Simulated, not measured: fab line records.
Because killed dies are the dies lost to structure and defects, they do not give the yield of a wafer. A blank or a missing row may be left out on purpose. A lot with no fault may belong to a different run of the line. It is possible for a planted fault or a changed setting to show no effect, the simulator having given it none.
Matching of chambers + flow n5-finfet + N5_FIN_SAQP_PECVD_47 on pecvd-03 has 3 sister chambers
The step deposits a-Si from SiH4/He, target thk 45 nm, time 36.3 s. 3 wafers are shown with their chamber, then 8 later ones without.

## WAFERS, EACH WITH ITS CHAMBER
| wafer  | chamber | throttle-valve-pct (%) |
|--------|---------|------------------------|
| L082.2 | 2       | 18.0                   |
| L084.3 | 1       | 19.2                   |
| L086.1 | 0       | 17.5                   |

## WAFERS WHOSE CHAMBER IS MISSING
| wafer  | throttle-valve-pct (%) |
|--------|------------------------|
| L086.3 | 18.3                   |
| L086.5 | 17.4                   |
| L087.1 | 18.4                   |
| L087.4 | 19.5                   |
| L087.5 | 17.4                   |
| L091.2 | 18.1                   |
| L091.3 | 17.4                   |
| L091.6 | 19.3                   |

## EACH ONE'S CHAMBER
| wafer  | from the rows above     | in truth |
|--------|-------------------------|----------|
| L086.3 | 2                       | 2        |
| L086.5 | 0                       | 0        |
| L087.1 | can't be placed: 2 or 1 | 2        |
| L087.4 | 1                       | 1        |
| L087.5 | 0                       | 0        |
| L091.2 | 2                       | 2        |
| L091.3 | 0                       | 0        |
| L091.6 | 1                       | 1        |
Correct placement for 7 of the 8. Not placeable from these rows: 1 (in 1, the candidates include the true chamber). 0 placed wrongly.
How it was worked out, from the rows above alone: a wafer's distance from a chamber is the root of the sum, over the readings, of the square of ((its reading less the chamber's mean) divided by the reading's scatter). The wafer belongs to the nearest chamber; if the next one is less than 2 further off, it can't be placed. The mean given for a chamber averages the wafers shown for that chamber. The scatter (one wafer shown for each chamber): square how far every hidden wafer sits from the nearest shown wafer, average those squares and take the square root.
